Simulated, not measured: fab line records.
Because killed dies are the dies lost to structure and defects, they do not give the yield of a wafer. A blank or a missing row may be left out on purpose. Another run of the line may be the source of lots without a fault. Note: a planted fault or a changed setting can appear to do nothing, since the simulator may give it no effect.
Which tool was responsible? :: flow n5_finfet :: 24 lots, 72 wafers sampled, at 6 steps of a route of 1938

== WHAT THE GAUGES READ, wafer by wafer ==
N5_BEOL_M14_OVL_MEAS_29.
lot: L074
measured: day 12 02:06
on: overlay-01
M14_OVL (nm): 2 8 2

lot: L075
measured: day 12 04:38
on: overlay-02
M14_OVL (nm): -2 -10 -3

lot: L078
measured: day 14 06:53
on: overlay-01
M14_OVL (nm): -11 -2 -9

lot: L077
measured: day 14 11:23
on: overlay-01
M14_OVL (nm): -11 -3 -11

lot: L080
measured: day 15 10:14
on: overlay-01
M14_OVL (nm): 1 7 -5

lot: L079
measured: day 15 10:41
on: overlay-02
M14_OVL (nm): -10 -2 -3

lot: L081
measured: day 15 23:10
on: overlay-01
M14_OVL (nm): -2 3 3

lot: L082
measured: day 16 03:23
on: overlay-01
M14_OVL (nm): -3 -2 -5

lot: L083
measured: day 16 10:26
on: overlay-01
M14_OVL (nm): 7 0 6

lot: L085
measured: day 16 19:43
on: overlay-02
M14_OVL (nm): -6 -10 -8

lot: L084
measured: day 16 22:14
on: overlay-01
M14_OVL (nm): -5 -9 -12

lot: L087
measured: day 17 00:13
on: overlay-01
M14_OVL (nm): 1 -8 -11

lot: L086
measured: day 17 00:56
on: overlay-01
M14_OVL (nm): -9 -6 -6

lot: L089
measured: day 17 04:10
on: overlay-01
M14_OVL (nm): 4 6 7

lot: L076
measured: day 17 05:44
on: overlay-01
M14_OVL (nm): -9 -6 -8

lot: L090
measured: day 17 13:17
on: overlay-02
M14_OVL (nm): 2 0 -4

lot: L091
measured: day 18 07:52
on: overlay-01
M14_OVL (nm): -5 2 -1

lot: L088
measured: day 18 10:29
on: overlay-02
M14_OVL (nm): -3 -5 -7

lot: L092
measured: day 18 13:21
on: overlay-02
M14_OVL (nm): -3 -3 -6

lot: L095
measured: day 18 14:05
on: overlay-01
M14_OVL (nm): 7 10 0

lot: L093
measured: day 18 20:44
on: overlay-02
M14_OVL (nm): 7 2 2

lot: L096
measured: day 18 23:13
on: overlay-02
M14_OVL (nm): -5 -9 4

lot: L094
measured: day 18 23:40
on: overlay-02
M14_OVL (nm): 7 2 5

lot: L097
measured: day 19 04:31
on: overlay-01
M14_OVL (nm): -5 -2 0

N5_BEOL_M15_INSPECT_30: inspects for defects (macro).
lot: L074
measured: day 12 08:07
on: defect_inspect-02
raw_defect_count: 2 3 1

lot: L075
measured: day 12 09:15
on: defect_inspect-01
raw_defect_count: 5 3 3

lot: L078
measured: day 14 12:33
on: defect_inspect-01
raw_defect_count: 2 1 3

lot: L077
measured: day 14 17:52
on: defect_inspect-01
raw_defect_count: 3 2 4

lot: L080
measured: day 15 15:46
on: defect_inspect-01
raw_defect_count: 2 1 1

lot: L079
measured: day 15 15:48
on: defect_inspect-02
raw_defect_count: 6 3 2

lot: L081
measured: day 16 05:02
on: defect_inspect-02
raw_defect_count: 2 2 1

lot: L082
measured: day 16 10:13
on: defect_inspect-02
raw_defect_count: 1 2 0

lot: L083
measured: day 16 18:34
on: defect_inspect-02
raw_defect_count: 0 1 4

lot: L085
measured: day 17 01:41
on: defect_inspect-02
raw_defect_count: 1 4 2

lot: L084
measured: day 17 04:14
on: defect_inspect-02
raw_defect_count: 0 1 5

lot: L087
measured: day 17 05:23
on: defect_inspect-02
raw_defect_count: 3 2 3

lot: L086
measured: day 17 08:36
on: defect_inspect-02
raw_defect_count: 3 0 3

lot: L089
measured: day 17 10:04
on: defect_inspect-02
raw_defect_count: 4 0 2

lot: L076
measured: day 17 14:14
on: defect_inspect-02
raw_defect_count: 2 3 0

lot: L090
measured: day 17 21:20
on: defect_inspect-02
raw_defect_count: 1 1 2

lot: L091
measured: day 18 14:17
on: defect_inspect-01
raw_defect_count: 1 2 2

lot: L088
measured: day 18 20:05
on: defect_inspect-01
raw_defect_count: 5 0 0

lot: L092
measured: day 18 20:53
on: defect_inspect-01
raw_defect_count: 0 1 1

lot: L095
measured: day 18 21:41
on: defect_inspect-01
raw_defect_count: 3 0 2

lot: L093
measured: day 19 04:16
on: defect_inspect-02
raw_defect_count: 1 8 3

lot: L096
measured: day 19 04:38
on: defect_inspect-01
raw_defect_count: 1 2 5

lot: L094
measured: day 19 08:58
on: defect_inspect-01
raw_defect_count: 3 4 2

lot: L097
measured: day 19 11:34
on: defect_inspect-01
raw_defect_count: 4 0 2

N5_MIM_TOP_LITHO_INSPECT_12: inspects for defects (macro).
lot: L074
measured: day 12 18:12
on: defect_inspect-02
raw_defect_count: 0 1 3

lot: L075
measured: day 12 18:22
on: defect_inspect-02
raw_defect_count: 2 3 1

lot: L078
measured: day 14 18:52
on: defect_inspect-01
raw_defect_count: 2 2 3

lot: L077
measured: day 15 00:02
on: defect_inspect-02
raw_defect_count: 1 1 1

lot: L080
measured: day 16 01:35
on: defect_inspect-02
raw_defect_count: 0 1 2

lot: L079
measured: day 16 02:26
on: defect_inspect-02
raw_defect_count: 2 3 2

lot: L081
measured: day 16 11:26
on: defect_inspect-02
raw_defect_count: 1 3 4

lot: L082
measured: day 17 00:32
on: defect_inspect-02
raw_defect_count: 0 4 1

lot: L083
measured: day 17 02:51
on: defect_inspect-02
raw_defect_count: 1 1 4

lot: L085
measured: day 17 10:46
on: defect_inspect-02
raw_defect_count: 2 2 2

lot: L084
measured: day 17 11:17
on: defect_inspect-02
raw_defect_count: 3 1 1

lot: L087
measured: day 17 17:13
on: defect_inspect-02
raw_defect_count: 3 2 3

lot: L086
measured: day 17 17:52
on: defect_inspect-02
raw_defect_count: 0 1 0

lot: L089
measured: day 17 20:56
on: defect_inspect-02
raw_defect_count: 1 5 1

lot: L076
measured: day 17 21:56
on: defect_inspect-02
raw_defect_count: 3 2 2

lot: L090
measured: day 18 04:38
on: defect_inspect-02
raw_defect_count: 2 2 3

lot: L091
measured: day 18 23:46
on: defect_inspect-01
raw_defect_count: 1 1 1

lot: L088
measured: day 19 06:53
on: defect_inspect-01
raw_defect_count: 1 3 3

lot: L092
measured: day 19 14:32
on: defect_inspect-02
raw_defect_count: 1 4 1

lot: L095
measured: day 19 14:59
on: defect_inspect-01
raw_defect_count: 2 3 6

lot: L093
measured: day 19 14:18
on: defect_inspect-02
raw_defect_count: 0 4 3

lot: L096
measured: day 19 15:09
on: defect_inspect-02
raw_defect_count: 1 2 0

lot: L094
measured: day 19 15:26
on: defect_inspect-02
raw_defect_count: 1 0 1

lot: L097
measured: day 19 20:26
on: defect_inspect-02
raw_defect_count: 1 2 1

== WHICH TOOL RAN EACH LOT (tool, then ch and the chambers of the sampled wafers, then the start) ==
lot: L074
N5_BEOL_M14_SPUTTER_45: pvd_sputter-03, day 12 04:52
N5_BEOL_M15_SPUTTER_44: pvd_sputter-01, day 12 12:28
N5_BEOL_M15_DEP_53: pecvd-01 ch 0,2, day 12 13:41

lot: L075
N5_BEOL_M14_SPUTTER_45: pvd_sputter-02, day 12 05:54
N5_BEOL_M15_SPUTTER_44: pvd_sputter-02, day 12 12:56
N5_BEOL_M15_DEP_53: pecvd-02 ch 0,1, day 12 14:01

lot: L078
N5_BEOL_M14_SPUTTER_45: pvd_sputter-01, day 14 08:35
N5_BEOL_M15_SPUTTER_44: pvd_sputter-01, day 14 14:23
N5_BEOL_M15_DEP_53: pecvd-01 ch 0,2, day 14 15:30

lot: L077
N5_BEOL_M14_SPUTTER_45: pvd_sputter-02, day 14 14:27
N5_BEOL_M15_SPUTTER_44: pvd_sputter-02, day 14 18:50
N5_BEOL_M15_DEP_53: pecvd-02 ch 0,1,2, day 14 19:59

lot: L080
N5_BEOL_M14_SPUTTER_45: pvd_sputter-02, day 15 12:22
N5_BEOL_M15_SPUTTER_44: pvd_sputter-01, day 15 20:50
N5_BEOL_M15_DEP_53: pecvd-01 ch 0,2, day 15 22:10

lot: L079
N5_BEOL_M14_SPUTTER_45: pvd_sputter-03, day 15 12:24
N5_BEOL_M15_SPUTTER_44: pvd_sputter-02, day 15 21:29
N5_BEOL_M15_DEP_53: pecvd-01 ch 0,1, day 15 22:35

lot: L081
N5_BEOL_M14_SPUTTER_45: pvd_sputter-02, day 16 01:52
N5_BEOL_M15_SPUTTER_44: pvd_sputter-01, day 16 06:55
N5_BEOL_M15_DEP_53: pecvd-04 ch 0,1, day 16 08:47

lot: L082
N5_BEOL_M14_SPUTTER_45: pvd_sputter-02, day 16 06:09
N5_BEOL_M15_SPUTTER_44: pvd_sputter-02, day 16 18:30
N5_BEOL_M15_DEP_53: pecvd-04 ch 0,1, day 16 19:36

lot: L083
N5_BEOL_M14_SPUTTER_45: pvd_sputter-03, day 16 15:17
N5_BEOL_M15_SPUTTER_44: pvd_sputter-01, day 16 20:55
N5_BEOL_M15_DEP_53: pecvd-02 ch 0,1, day 16 22:26

lot: L085
N5_BEOL_M14_SPUTTER_45: pvd_sputter-03, day 16 21:51
N5_BEOL_M15_SPUTTER_44: pvd_sputter-02, day 17 04:49
N5_BEOL_M15_DEP_53: pecvd-04 ch 0,1,2, day 17 05:55

lot: L084
N5_BEOL_M14_SPUTTER_45: pvd_sputter-03, day 17 00:34
N5_BEOL_M15_SPUTTER_44: pvd_sputter-03, day 17 05:41
N5_BEOL_M15_DEP_53: pecvd-04 ch 0,1, day 17 07:13

lot: L087
N5_BEOL_M14_SPUTTER_45: pvd_sputter-03, day 17 01:50
N5_BEOL_M15_SPUTTER_44: pvd_sputter-02, day 17 08:40
N5_BEOL_M15_DEP_53: pecvd-01 ch 0,2, day 17 09:45

lot: L086
N5_BEOL_M14_SPUTTER_45: pvd_sputter-03, day 17 05:07
N5_BEOL_M15_SPUTTER_44: pvd_sputter-01, day 17 10:37
N5_BEOL_M15_DEP_53: pecvd-02 ch 2, day 17 11:44

lot: L089
N5_BEOL_M14_SPUTTER_45: pvd_sputter-02, day 17 06:08
N5_BEOL_M15_SPUTTER_44: pvd_sputter-01, day 17 15:38
N5_BEOL_M15_DEP_53: pecvd-04 ch 1,2, day 17 16:45

lot: L076
N5_BEOL_M14_SPUTTER_45: pvd_sputter-03, day 17 11:02
N5_BEOL_M15_SPUTTER_44: pvd_sputter-01, day 17 16:33
N5_BEOL_M15_DEP_53: pecvd-01 ch 0,2, day 17 17:48

lot: L090
N5_BEOL_M14_SPUTTER_45: pvd_sputter-01, day 17 17:34
N5_BEOL_M15_SPUTTER_44: pvd_sputter-01, day 18 00:12
N5_BEOL_M15_DEP_53: pecvd-02 ch 0,2, day 18 01:32

lot: L091
N5_BEOL_M14_SPUTTER_45: pvd_sputter-01, day 18 10:37
N5_BEOL_M15_SPUTTER_44: pvd_sputter-02, day 18 17:25
N5_BEOL_M15_DEP_53: pecvd-02 ch 0,1, day 18 18:30

lot: L088
N5_BEOL_M14_SPUTTER_45: pvd_sputter-03, day 18 16:52
N5_BEOL_M15_SPUTTER_44: pvd_sputter-03, day 19 01:29
N5_BEOL_M15_DEP_53: pecvd-04 ch 0,1, day 19 02:36

lot: L092
N5_BEOL_M14_SPUTTER_45: pvd_sputter-03, day 18 17:24
N5_BEOL_M15_SPUTTER_44: pvd_sputter-03, day 19 07:18
N5_BEOL_M15_DEP_53: pecvd-04 ch 0,1,2, day 19 08:56

lot: L095
N5_BEOL_M14_SPUTTER_45: pvd_sputter-01, day 18 17:32
N5_BEOL_M15_SPUTTER_44: pvd_sputter-02, day 19 07:42
N5_BEOL_M15_DEP_53: pecvd-01 ch 1,2, day 19 09:19

lot: L093
N5_BEOL_M14_SPUTTER_45: pvd_sputter-03, day 19 00:47
N5_BEOL_M15_SPUTTER_44: pvd_sputter-02, day 19 07:18
N5_BEOL_M15_DEP_53: pecvd-02 ch 0,1,2, day 19 08:43

lot: L096
N5_BEOL_M14_SPUTTER_45: pvd_sputter-02, day 19 01:22
N5_BEOL_M15_SPUTTER_44: pvd_sputter-03, day 19 07:44
N5_BEOL_M15_DEP_53: pecvd-01 ch 0,1,2, day 19 09:29

lot: L094
N5_BEOL_M14_SPUTTER_45: pvd_sputter-02, day 19 05:41
N5_BEOL_M15_SPUTTER_44: pvd_sputter-03, day 19 10:47
N5_BEOL_M15_DEP_53: pecvd-04 ch 0,2, day 19 11:52

lot: L097
N5_BEOL_M14_SPUTTER_45: pvd_sputter-01, day 19 07:23
N5_BEOL_M15_SPUTTER_44: pvd_sputter-02, day 19 14:31
N5_BEOL_M15_DEP_53: pecvd-04 ch 0,1,2, day 19 15:48
- N5_BEOL_M14_SPUTTER_45: material Cu, target thk 100 nm, time 16.67 s.
- N5_BEOL_M15_SPUTTER_44: material Ta, target thk 15 nm, time 24.19 s.
- N5_BEOL_M15_DEP_53: deposits SiCN from 3MS/NH3, target thk 50 nm, time 17.8 s.

== WHAT THE TOOLS THEMSELVES READ (means of the sampled wafers that have a number; where no wafer has one, the mark that the record gives instead) ==
N5_BEOL_M14_SPUTTER_45.
lot: L074
tool: pvd_sputter-03
chamber_pressure_pa (Pa): 0.13006
susceptor_temp_C (C): -20.09
throttle_valve_pct (%): 29.8

lot: L075
tool: pvd_sputter-02
chamber_pressure_pa (Pa): 0.12998
susceptor_temp_C (C): -20.07
throttle_valve_pct (%): 30.8

lot: L078
tool: pvd_sputter-01
chamber_pressure_pa (Pa): 0.13002
susceptor_temp_C (C): -19.96
throttle_valve_pct (%): 29.9

lot: L077
tool: pvd_sputter-02
chamber_pressure_pa (Pa): 0.12984
susceptor_temp_C (C): -20.11
throttle_valve_pct (%): 30.5

lot: L080
tool: pvd_sputter-02
chamber_pressure_pa (Pa): 0.13020
susceptor_temp_C (C): -20.00
throttle_valve_pct (%): 30.3

lot: L079
tool: pvd_sputter-03
chamber_pressure_pa (Pa): 0.13012
susceptor_temp_C (C): -20.04
throttle_valve_pct (%): 30.4

lot: L081
tool: pvd_sputter-02
chamber_pressure_pa (Pa): 0.13015
susceptor_temp_C (C): -19.89
throttle_valve_pct (%): 29.5

lot: L082
tool: pvd_sputter-02
chamber_pressure_pa (Pa): 0.12972
susceptor_temp_C (C): -20.14
throttle_valve_pct (%): 30.2

lot: L083
tool: pvd_sputter-03
chamber_pressure_pa (Pa): 0.12983
susceptor_temp_C (C): -19.94
throttle_valve_pct (%): 30.5

lot: L085
tool: pvd_sputter-03
chamber_pressure_pa (Pa): 0.12991
susceptor_temp_C (C): -19.86
throttle_valve_pct (%): 29.8

lot: L084
tool: pvd_sputter-03
chamber_pressure_pa (Pa): 0.12982
susceptor_temp_C (C): -19.99
throttle_valve_pct (%): 30.3

lot: L087
tool: pvd_sputter-03
chamber_pressure_pa (Pa): 0.12979
susceptor_temp_C (C): -19.93
throttle_valve_pct (%): 30.1

lot: L086
tool: pvd_sputter-03
chamber_pressure_pa (Pa): 0.12974
susceptor_temp_C (C): -19.97
throttle_valve_pct (%): 30.6

lot: L089
tool: pvd_sputter-02
chamber_pressure_pa (Pa): 0.13003
susceptor_temp_C (C): -20.01
throttle_valve_pct (%): 30.0

lot: L076
tool: pvd_sputter-03
chamber_pressure_pa (Pa): 0.13004
susceptor_temp_C (C): -19.96
throttle_valve_pct (%): 30.4

lot: L090
tool: pvd_sputter-01
chamber_pressure_pa (Pa): 0.13012
susceptor_temp_C (C): -20.05
throttle_valve_pct (%): 30.5

lot: L091
tool: pvd_sputter-01
chamber_pressure_pa (Pa): 0.12974
susceptor_temp_C (C): -19.94
throttle_valve_pct (%): 29.9

lot: L088
tool: pvd_sputter-03
chamber_pressure_pa (Pa): 0.12999
susceptor_temp_C (C): -20.03
throttle_valve_pct (%): 29.8

lot: L092
tool: pvd_sputter-03
chamber_pressure_pa (Pa): 0.13004
susceptor_temp_C (C): -20.05
throttle_valve_pct (%): 30.3

lot: L095
tool: pvd_sputter-01
chamber_pressure_pa (Pa): 0.12997
susceptor_temp_C (C): -20.02
throttle_valve_pct (%): 31.0

lot: L093
tool: pvd_sputter-03
chamber_pressure_pa (Pa): 0.12964
susceptor_temp_C (C): -19.80
throttle_valve_pct (%): 30.7

lot: L096
tool: pvd_sputter-02
chamber_pressure_pa (Pa): 0.12980
susceptor_temp_C (C): -20.01
throttle_valve_pct (%): 30.1

lot: L094
tool: pvd_sputter-02
chamber_pressure_pa (Pa): 0.12994
susceptor_temp_C (C): -20.05
throttle_valve_pct (%): 30.5

lot: L097
tool: pvd_sputter-01
chamber_pressure_pa (Pa): 0.13004
susceptor_temp_C (C): -20.01
throttle_valve_pct (%): 30.0

N5_BEOL_M15_SPUTTER_44.
lot: L074
tool: pvd_sputter-01
chamber_pressure_pa (Pa): 0.06993
susceptor_temp_C (C): 49.78
throttle_valve_pct (%): 30.4

lot: L075
tool: pvd_sputter-02
chamber_pressure_pa (Pa): 0.07005
susceptor_temp_C (C): 49.99
throttle_valve_pct (%): 30.2

lot: L078
tool: pvd_sputter-01
chamber_pressure_pa (Pa): 0.07005
susceptor_temp_C (C): 49.89
throttle_valve_pct (%): 30.9

lot: L077
tool: pvd_sputter-02
chamber_pressure_pa (Pa): 0.07010
susceptor_temp_C (C): 50.12
throttle_valve_pct (%): 30.6

lot: L080
tool: pvd_sputter-01
chamber_pressure_pa (Pa): 0.06985
susceptor_temp_C (C): 50.00
throttle_valve_pct (%): 29.7

lot: L079
tool: pvd_sputter-02
chamber_pressure_pa (Pa): 0.06998
susceptor_temp_C (C): 49.95
throttle_valve_pct (%): 30.7

lot: L081
tool: pvd_sputter-01
chamber_pressure_pa (Pa): 0.07018
susceptor_temp_C (C): 49.82
throttle_valve_pct (%): 30.6

lot: L082
tool: pvd_sputter-02
chamber_pressure_pa (Pa): 0.07008
susceptor_temp_C (C): 50.05
throttle_valve_pct (%): 30.3

lot: L083
tool: pvd_sputter-01
chamber_pressure_pa (Pa): 0.07005
susceptor_temp_C (C): 49.90
throttle_valve_pct (%): 30.5

lot: L085
tool: pvd_sputter-02
chamber_pressure_pa (Pa): 0.07005
susceptor_temp_C (C): 50.08
throttle_valve_pct (%): 30.0

lot: L084
tool: pvd_sputter-03
chamber_pressure_pa (Pa): 0.06993
susceptor_temp_C (C): 49.96
throttle_valve_pct (%): 29.8

lot: L087
tool: pvd_sputter-02
chamber_pressure_pa (Pa): 0.07004
susceptor_temp_C (C): 49.98
throttle_valve_pct (%): 30.6

lot: L086
tool: pvd_sputter-01
chamber_pressure_pa (Pa): 0.06999
susceptor_temp_C (C): 49.99
throttle_valve_pct (%): 30.4

lot: L089
tool: pvd_sputter-01
chamber_pressure_pa (Pa): 0.06991
susceptor_temp_C (C): 49.99
throttle_valve_pct (%): 30.2

lot: L076
tool: pvd_sputter-01
chamber_pressure_pa (Pa): 0.07007
susceptor_temp_C (C): 49.84
throttle_valve_pct (%): 30.4

lot: L090
tool: pvd_sputter-01
chamber_pressure_pa (Pa): 0.06998
susceptor_temp_C (C): 49.88
throttle_valve_pct (%): 31.2

lot: L091
tool: pvd_sputter-02
chamber_pressure_pa (Pa): 0.07009
susceptor_temp_C (C): 50.02
throttle_valve_pct (%): 30.3

lot: L088
tool: pvd_sputter-03
chamber_pressure_pa (Pa): 0.06989
susceptor_temp_C (C): 49.97
throttle_valve_pct (%): 30.0

lot: L092
tool: pvd_sputter-03
chamber_pressure_pa (Pa): 0.06995
susceptor_temp_C (C): 50.00
throttle_valve_pct (%): 30.1

lot: L095
tool: pvd_sputter-02
chamber_pressure_pa (Pa): 0.07016
susceptor_temp_C (C): 49.99
throttle_valve_pct (%): 30.8

lot: L093
tool: pvd_sputter-02
chamber_pressure_pa (Pa): 0.07008
susceptor_temp_C (C): 49.96
throttle_valve_pct (%): 31.0

lot: L096
tool: pvd_sputter-03
chamber_pressure_pa (Pa): 0.06997
susceptor_temp_C (C): 50.02
throttle_valve_pct (%): 30.6

lot: L094
tool: pvd_sputter-03
chamber_pressure_pa (Pa): 0.06996
susceptor_temp_C (C): 49.92
throttle_valve_pct (%): 30.0

lot: L097
tool: pvd_sputter-02
chamber_pressure_pa (Pa): 0.07002
susceptor_temp_C (C): 50.02
throttle_valve_pct (%): 30.1

N5_BEOL_M15_DEP_53.
lot: L074
tool: pecvd-01
showerhead_plenum_p_Torr (Torr): 4.152
showerhead_vpp_V (V): 1631
throttle_valve_pct (%): 17.8

lot: L075
tool: pecvd-02
showerhead_plenum_p_Torr (Torr): 4.168
showerhead_vpp_V (V): 1469
throttle_valve_pct (%): 18.9

lot: L078
tool: pecvd-01
showerhead_plenum_p_Torr (Torr): 4.148
showerhead_vpp_V (V): 1612
throttle_valve_pct (%): 17.8

lot: L077
tool: pecvd-02
showerhead_plenum_p_Torr (Torr): 4.168
showerhead_vpp_V (V): 1512
throttle_valve_pct (%): 18.5

lot: L080
tool: pecvd-01
showerhead_plenum_p_Torr (Torr): 4.152
showerhead_vpp_V (V): 1603
throttle_valve_pct (%): 17.9

lot: L079
tool: pecvd-01
showerhead_plenum_p_Torr (Torr): 4.154
showerhead_vpp_V (V): 1532
throttle_valve_pct (%): 17.0

lot: L081
tool: pecvd-04
showerhead_plenum_p_Torr (Torr): 4.174
showerhead_vpp_V (V): 1652
throttle_valve_pct (%): 19.7

lot: L082
tool: pecvd-04
showerhead_plenum_p_Torr (Torr): 4.173
showerhead_vpp_V (V): 1652
throttle_valve_pct (%): 19.7

lot: L083
tool: pecvd-02
showerhead_plenum_p_Torr (Torr): 4.174
showerhead_vpp_V (V): 1462
throttle_valve_pct (%): 19.2

lot: L085
tool: pecvd-04
showerhead_plenum_p_Torr (Torr): 4.170
showerhead_vpp_V (V): 1627
throttle_valve_pct (%): 18.8

lot: L084
tool: pecvd-04
showerhead_plenum_p_Torr (Torr): 4.167
showerhead_vpp_V (V): 1655
throttle_valve_pct (%): 19.5

lot: L087
tool: pecvd-01
showerhead_plenum_p_Torr (Torr): 4.147
showerhead_vpp_V (V): 1644
throttle_valve_pct (%): 18.0

lot: L086
tool: pecvd-02
showerhead_plenum_p_Torr (Torr): 4.189
showerhead_vpp_V (V): 1544
throttle_valve_pct (%): 17.9

lot: L089
tool: pecvd-04
showerhead_plenum_p_Torr (Torr): 4.193
showerhead_vpp_V (V): 1572
throttle_valve_pct (%): 19.7

lot: L076
tool: pecvd-01
showerhead_plenum_p_Torr (Torr): 4.147
showerhead_vpp_V (V): 1642
throttle_valve_pct (%): 18.0

lot: L090
tool: pecvd-02
showerhead_plenum_p_Torr (Torr): 4.134
showerhead_vpp_V (V): 1558
throttle_valve_pct (%): 18.0

lot: L091
tool: pecvd-02
showerhead_plenum_p_Torr (Torr): 4.165
showerhead_vpp_V (V): 1477
throttle_valve_pct (%): 17.0

lot: L088
tool: pecvd-04
showerhead_plenum_p_Torr (Torr): 4.147
showerhead_vpp_V (V): 1729
throttle_valve_pct (%): 19.0

lot: L092
tool: pecvd-04
showerhead_plenum_p_Torr (Torr): 4.173
showerhead_vpp_V (V): 1645
throttle_valve_pct (%): 19.0

lot: L095
tool: pecvd-01
showerhead_plenum_p_Torr (Torr): 4.163
showerhead_vpp_V (V): 1522
throttle_valve_pct (%): 16.9

lot: L093
tool: pecvd-02
showerhead_plenum_p_Torr (Torr): 4.162
showerhead_vpp_V (V): 1520
throttle_valve_pct (%): 17.6

lot: L096
tool: pecvd-01
showerhead_plenum_p_Torr (Torr): 4.157
showerhead_vpp_V (V): 1568
throttle_valve_pct (%): 17.2

lot: L094
tool: pecvd-04
showerhead_plenum_p_Torr (Torr): 4.156
showerhead_vpp_V (V): 1727
throttle_valve_pct (%): 18.4

lot: L097
tool: pecvd-04
showerhead_plenum_p_Torr (Torr): 4.178
showerhead_vpp_V (V): 1631
throttle_valve_pct (%): 18.8

== THE ANSWER, worked out from the rows above alone ==
Rule: usual is defined by the lots themselves. The widest of any qualifying gaps counts: lots, ordered by their means at a reading, are off when they make up no more than a third of the lots, leave a main group of 4 or more, and stand apart from it by 3 or more times the standard deviation of that group's means. A main group whose means are all the same, to the digits that the tables above print for the reading, isn't used. Also off: a lot with no number at a reading for which 4 or more lots have one. Where the step has rows for the other lots, those lots are counted as sound. Order of review: gauges by route order, followed by the tools' own readings, for which a lot's mean as printed above is used. The first step at which some lot is off is used, and at that step the reading that is off furthest; a lot without a number counts as furthest.
Nothing can be told from this: no lot is off at any reading shown.

== WHAT THE SIMULATOR PUT IN ==
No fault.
